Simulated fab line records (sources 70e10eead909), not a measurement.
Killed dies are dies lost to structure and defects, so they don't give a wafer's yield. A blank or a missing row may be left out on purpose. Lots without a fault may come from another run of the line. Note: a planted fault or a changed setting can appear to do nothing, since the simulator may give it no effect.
Comparing a struck lot with a sound one ; flow nand_harc ; 40 out of 1159 route steps
Sound: the wafers L658.1, L658.2, L658.4. The struck wafers were L665.3, L665.5, L665.6. Last of all comes the cause.
Per side, at each step with rows, come the tool, then ch with its chambers, and then its first start. Under that, the readings that differ: sound wafers ; struck wafers ; difference of the means ; sigmas: that difference in standard deviations of wafers without a fault.
alike: same words and numbers on both sides, and readings whose means sit less than 2 such deviations apart. not compared: any withheld reading, any reading some wafer has no value for, any bound like >300 that may hide the same value, and any number with overlapping values for which the record gives no deviation.
Wherever a step has rows on one side only, a row that says differs or no value, or a row with sigmas, the two part there. Numbers that have no deviation but don't overlap get no sigmas and don't part them. A reading that every wafer of one side lacks parts them only if that side has two wafers or more.

first, 1 step without rows for these wafers: NHARC_A_STAIRCASE_HARDBAKE_290 (time 140 s).
NHARC_A_STAIRCASE_DESCUM_291: chemistry O2, time 3 s.
  sound on rie_diel-03 ch 0,1,3, day 12 17:55; struck on rie_diel-03 ch 0,3, day 15 16:24
  alike: drypump_motor_current_A, oes_product_au, rf_vpp_V, showerhead_plenum_p_Torr, throttle_valve_pct
  not compared: rf_hours_counter_h
then, 3 steps without rows for these wafers: NHARC_A_STAIRCASE_ETCH_292 (etches the open film in CF4/CHF3); NHARC_A_STAIRCASE_HM_OPEN_460 (chemistry O2/COS); NHARC_A_STAIRCASE_STRIP_461 (strips in O2/COS).
NHARC_A_STAIRCASE_ETCH_452: etches the open film in CF4/O2, target depth 30 nm, overetch 3 nm, time 16.5 s.
  sound: rie_diel-03 ch 1,2,3; struck: rie_diel-03 ch 2,3
  alike: drypump_motor_current_A, oes_product_au, rf_vpp_V, showerhead_plenum_p_Torr, throttle_valve_pct
  not compared: rf_hours_counter_h
then, 5 steps without rows for these wafers: NHARC_A_STAIRCASE_ETCH_294 (etches the open film in C4F8/O2/Ar, target depth 4992 nm, time 1212.4 s); NHARC_A_STAIRCASE_STRIP_295 (strips in O2); NHARC_A_STAIRCASE_STRIP_296 (strips in SPM, time 900 s); NHARC_A_STAIRCASE_PRECLEAN_297 (cleans in SC1); NHARC_A_STAIRCASE_SRD_298.
NHARC_A_STAIRCASE_HM_DEP_462: deposits aC, target thk 800 nm.
  sound on acl_dep-02 ch 0, day 12 22:42; struck on acl_dep-01 ch 0, day 15 21:01
  alike: susceptor_temp_C, throttle_valve_pct
NHARC_A_STAIRCASE_DEP_301: deposits SiON, target thk 30 nm.
  sound on pecvd-02 ch 0,2, day 13 00:41; struck on pecvd-02 ch 0,2, day 15 22:16
  alike: heater_power_w, susceptor_temp_C
then, 10 steps without rows for these wafers: NHARC_A_STAIRCASE_DEHYDRATE_302 (time 120 s); NHARC_A_STAIRCASE_HMDS_303 (time 30 s); NHARC_A_STAIRCASE_COAT_304; NHARC_A_STAIRCASE_SOFTBAKE_305 (time 170 s); NHARC_A_STAIRCASE_EBR_306; NHARC_A_STAIRCASE_EXPOSE_307 (exposes mask CHOP 50); NHARC_A_STAIRCASE_PEB_308 (peb time 130 s); NHARC_A_STAIRCASE_DEVELOP_309 (time 140 s); NHARC_A_STAIRCASE_HARDBAKE_311 (time 140 s); NHARC_A_STAIRCASE_DESCUM_312 (chemistry O2, time 3 s).
NHARC_A_STAIRCASE_ETCH_313: etches the open film in CF4/CHF3.
  sound on rie_diel-02 ch 0,1,2, day 13 01:47; struck on rie_diel-11 ch 0,1,3, day 15 23:20
  alike: drypump_motor_current_A, oes_product_au, rf_vpp_V, showerhead_plenum_p_Torr, throttle_valve_pct
  not compared: rf_hours_counter_h
then, 10 steps without rows for these wafers: NHARC_A_STAIRCASE_HM_OPEN_463 (chemistry O2/COS); NHARC_A_STAIRCASE_STRIP_464 (strips in O2/COS); NHARC_A_STAIRCASE_ETCH_453 (etches the open film in CF4/O2, target depth 30 nm, overetch 3 nm, time 16.5 s); NHARC_A_STAIRCASE_ETCH_315 (etches the open film in C4F8/O2/Ar, target depth 2500 nm, time 607.1 s); NHARC_A_STAIRCASE_STRIP_316 (strips in O2); NHARC_A_STAIRCASE_STRIP_317 (strips in SPM, time 900 s); NHARC_A_STAIRCASE_PRECLEAN_318 (cleans in SC1); NHARC_A_STAIRCASE_SRD_329; NHARC_A_STAIRCASE_ALD_415 (deposits SiO2, target thk 30 nm, pulse time 6 s, ald cycles 300); NHARC_A_STAIRCASE_ETCHBACK_416 (etches the open film in C4F8/O2/Ar, target depth 36 nm, time 7.2 s).
NHARC_A_STAIRCASE_STRIP_476: strips in O2, time 20 s.
  sound on rie_diel-02 ch 0,2,3, day 13 05:58; struck on rie_diel-03 ch 0,2, day 16 03:24
  alike: drypump_motor_current_A, oes_product_au, rf_vpp_V, showerhead_plenum_p_Torr, throttle_valve_pct
  not compared: rf_hours_counter_h
then, 4 steps without rows for these wafers: NHARC_A_STAIRCASE_DEP_417 (deposits Si3N4, target thk 60 nm); NHARC_A_STAIRCASE_WET_418 (chemistry H3PO4, target depth 20 nm); NHARC_A_STAIRCASE_PRECLEAN_419 (cleans in SC1); NHARC_A_STAIRCASE_SRD_421.
-- jump in the record: it breaks off in module A_STAIRCASE and resumes in module END (first step shown: number 1159 of the route), and 8 days separate the struck wafers' starts before and after --
NHARC_END_SORT_01:
  the record has rows for the struck wafers here (prober-01 ch 0, day 23 22:01) and none for the sound ones

## WHERE THEY PART
Only at NHARC_END_SORT_01, as far as this record shows.

WHY: whatever the simulator had introduced
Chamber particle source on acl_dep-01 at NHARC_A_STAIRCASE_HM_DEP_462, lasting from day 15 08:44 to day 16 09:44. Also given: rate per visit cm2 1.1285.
